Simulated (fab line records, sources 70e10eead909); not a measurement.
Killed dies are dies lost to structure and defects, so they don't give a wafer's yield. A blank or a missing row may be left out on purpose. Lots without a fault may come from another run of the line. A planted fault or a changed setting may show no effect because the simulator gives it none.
Chamber matching | flow nand_harc | NHARC_P_ZERO_WELL_ETCH_65 on rie_diel-13: 4 sister chambers
The step etches the open film in N2/H2, target depth 80 nm, overetch 24 nm, time 87.88 s. 14 wafers are shown with their chamber, then 7 later ones without.

WAFERS WITH THEIR CHAMBER
wafer  | chamber | showerhead_plenum_p_Torr (Torr) | drypump_motor_current_A (A) | rf_vpp_V (V)
L782.3 | 1       | 2.15                            | 5.7                         | 433.6
L782.4 | 0       | 2.02                            | 5.8                         | 430.8
L782.6 | 1       | 2.15                            | 5.7                         | 432.8
L784.2 | 1       | 2.15                            | 5.7                         | 433.8
L784.5 | 2       | 2.02                            | 5.8                         | 430.5
L784.6 | 3       | 2.09                            | 4.7                         | 431.7
L785.2 | 3       | 2.09                            | 4.7                         | 432.6
L785.3 | 2       | 2.02                            | 5.8                         | 430.7
L785.4 | 0       | 2.02                            | 5.7                         | 429.7
L787.2 | 2       | 2.02                            | 5.8                         | 429.3
L787.4 | 1       | 2.14                            | 5.7                         | 433.9
L787.6 | 2       | 2.02                            | 5.8                         | 429.1
L795.1 | 0       | 2.02                            | 5.8                         | 429.7
L795.3 | 2       | 2.02                            | 5.9                         | 430.4

SIGNATURES (means of the wafers above)
reading                  | chamber 0 | chamber 1 | chamber 2 | chamber 3 | scatter within a chamber
showerhead_plenum_p_Torr | 2.0200    | 2.1475    | 2.0200    | 2.0900    | 0.00274
drypump_motor_current_A  | 5.767     | 5.700     | 5.820     | 4.700     | 0.0383
rf_vpp_V                 | 430.067   | 433.525   | 430.000   | 432.150   | 0.645
Rule: a wafer's distance from a chamber is the root of the sum, over the readings, of the square of ((its reading less the chamber's mean) divided by the reading's scatter). The wafer belongs to the nearest chamber; if the next one is less than 2 further off, it can't be placed. The scatter: the root of (the sum of the squares of (reading less its chamber's mean) over the shown wafers, divided by (wafers less chambers)).

WAFERS WITHOUT THEIR CHAMBER
wafer  | showerhead_plenum_p_Torr (Torr) | drypump_motor_current_A (A) | rf_vpp_V (V)
L795.6 | 2.14                            | 5.7                         | 435.0
L797.1 | 2.02                            | 5.8                         | 429.1
L797.3 | 2.09                            | 4.6                         | 431.7
L797.6 | 2.02                            | 5.8                         | 430.3
L798.1 | 2.09                            | 4.7                         | 429.9
L798.2 | 2.14                            | 5.7                         | 433.3
L798.4 | 2.02                            | 5.8                         | 429.9

WHICH CHAMBER EACH WENT THROUGH
wafer  | from the rows above     | in truth
L795.6 | 1                       | 1
L797.1 | can't be placed: 2 or 0 | 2
L797.3 | 3                       | 3
L797.6 | can't be placed: 2 or 0 | 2
L798.1 | 3                       | 3
L798.2 | 1                       | 1
L798.4 | can't be placed: 2 or 0 | 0
Placed correctly: 4 of 7. Can't be placed from these rows: 3 (the true chamber is among the candidates in 3). Placed wrongly: 0.
